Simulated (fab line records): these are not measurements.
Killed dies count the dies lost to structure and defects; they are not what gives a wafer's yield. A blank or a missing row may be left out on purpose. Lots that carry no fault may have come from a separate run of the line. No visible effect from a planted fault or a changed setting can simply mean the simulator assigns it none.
Matching of chambers + flow n5_finfet + pecvd-02 running N5_BEOL_M6_DEP_56: 3 sister chambers
The step deposits SiCN from 3MS/NH3, target thk 10 nm, time 17.5 s. 18 wafers are shown with their chamber, then 9 later ones without.

## WAFERS PAIRED WITH THEIR CHAMBERS
| wafer  | chamber | throttle_valve_pct (%) | rf_fwd_power_W (W) | showerhead_plenum_p_Torr (Torr) |
|--------|---------|------------------------|--------------------|---------------------------------|
| L076.4 | 2       | 8.3                    | 200.3              | 3.658                           |
| L076.5 | 1       | 10.0                   | 200.0              | 3.656                           |
| L076.6 | 0       | 9.4                    | 200.6              | 3.662                           |
| L081.1 | 1       | 10.0                   | 198.5              | 3.657                           |
| L081.2 | 0       | 9.2                    | 201.1              | 3.669                           |
| L081.6 | 2       | 8.3                    | 200.4              | 3.659                           |
| L083.3 | 1       | 9.7                    | 199.6              | 3.661                           |
| L083.5 | 2       | 8.4                    | 199.4              | 3.658                           |
| L083.6 | 1       | 10.0                   | 198.7              | 3.650                           |
| L084.1 | 0       | 9.3                    | 200.5              | 3.664                           |
| L084.2 | 1       | 9.8                    | 199.3              | 3.656                           |
| L084.5 | 2       | 8.3                    | 199.7              | 3.660                           |
| L088.2 | 0       | 9.3                    | 201.0              | 3.668                           |
| L088.4 | 1       | 10.1                   | 199.0              | 3.647                           |
| L088.6 | 2       | 8.3                    | 200.2              | 3.667                           |
| L093.2 | 1       | 9.8                    | 199.4              | 3.656                           |
| L093.5 | 2       | 8.4                    | 200.1              | 3.659                           |
| L093.6 | 0       | 9.3                    | 200.9              | 3.659                           |

SIGNATURES, as means of the wafers listed above
| reading                  | chamber 0 | chamber 1 | chamber 2 | scatter within a chamber |
|--------------------------|-----------|-----------|-----------|--------------------------|
| throttle_valve_pct       | 9.300     | 9.914     | 8.333     | 0.104                    |
| rf_fwd_power_W           | 200.820   | 199.214   | 200.017   | 0.42                     |
| showerhead_plenum_p_Torr | 3.66440   | 3.65471   | 3.66017   | 0.00416                  |
Rule: distance of a wafer from a chamber = root of the sum over the readings of ((wafer's reading minus chamber's mean) / reading's scatter) squared. If the next closest chamber is less than 2 further off than the closest, the wafer can't be placed; otherwise it belongs to the closest. The scatter: the root of (the sum of the squares of (reading less its chamber's mean) over the shown wafers, divided by (wafers less chambers)).

## WAFERS WITH NO CHAMBER GIVEN
| wafer  | throttle_valve_pct (%) | rf_fwd_power_W (W) | showerhead_plenum_p_Torr (Torr) |
|--------|------------------------|--------------------|---------------------------------|
| L094.2 | 10.0                   | 198.9              | 3.646                           |
| L094.4 | 9.6                    | 200.5              | 3.658                           |
| L094.5 | 8.6                    | 200.3              | 3.670                           |
| L095.1 | 9.3                    | 199.7              | 3.657                           |
| L095.2 | 10.2                   | 198.9              | 3.659                           |
| L095.3 | 8.5                    | 199.7              | 3.664                           |
| L097.1 | 9.4                    | 200.1              | 3.658                           |
| L097.3 | 8.6                    | 199.6              | 3.674                           |
| L097.4 | 9.6                    | 200.9              | 3.658                           |

## THE CHAMBER EACH PASSED THROUGH
| wafer  | from the rows above     | in truth |
|--------|-------------------------|----------|
| L094.2 | 1                       | 1        |
| L094.4 | can't be placed: 0 or 1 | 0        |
| L094.5 | 2                       | 2        |
| L095.1 | 0                       | 0        |
| L095.2 | 1                       | 1        |
| L095.3 | 2                       | 2        |
| L097.1 | 0                       | 0        |
| L097.3 | 2                       | 2        |
| L097.4 | can't be placed: 0 or 1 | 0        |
Correctly placed: 7 of 9. From these rows, 2 cannot be placed; in 2 the true chamber is one of the candidates. Number placed wrongly: 0.
